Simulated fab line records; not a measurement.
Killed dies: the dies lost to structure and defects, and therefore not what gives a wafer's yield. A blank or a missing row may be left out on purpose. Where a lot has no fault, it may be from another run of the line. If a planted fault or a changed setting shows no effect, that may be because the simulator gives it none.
Matching of chambers	flow n5 finfet	4 sister chambers for N5_MOL_CONTACT_COAG_STRIP_96 on rie diel-04
The step strips in N2/H2. 4 wafers are shown with their chamber, then 10 later ones without.

## WAFERS, EACH WITH ITS CHAMBER
wafer	chamber	showerhead plenum p Torr (Torr)
L081.2	2	3.28
L083.2	3	3.21
L086.1	1	3.44
L086.2	0	3.20

## WAFERS MISSING THEIR CHAMBER
wafer	showerhead plenum p Torr (Torr)
L086.4	3.20
L087.1	3.20
L087.2	3.44
L087.6	3.20
L090.2	3.44
L090.3	3.26
L090.4	3.20
L096.1	3.20
L096.2	3.20
L096.4	3.43

## WHICH CHAMBER EACH WENT THROUGH
wafer	from the rows above	in truth
L086.4	can't be placed: 0 or 3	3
L087.1	can't be placed: 0 or 3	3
L087.2	1	1
L087.6	can't be placed: 0 or 3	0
L090.2	1	1
L090.3	2	2
L090.4	can't be placed: 0 or 3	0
L096.1	can't be placed: 0 or 3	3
L096.2	can't be placed: 0 or 3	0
L096.4	1	1
Placed correctly: 4 of 10. Unplaceable from these rows: 6, with the true chamber sitting among the candidates in 6. 0 placed wrongly.
How it was worked out, from the rows above alone: a wafer's distance from a chamber is the root of the sum, over the readings, of the square of ((its reading less the chamber's mean) divided by the reading's scatter). The wafer belongs to the nearest chamber; if the next one is less than 2 further off, it can't be placed. For every chamber, the mean is computed from those of its wafers that are shown. The scatter: with one shown wafer a chamber, the root of the mean of the squares of how far each hidden wafer lies from its nearest shown one.
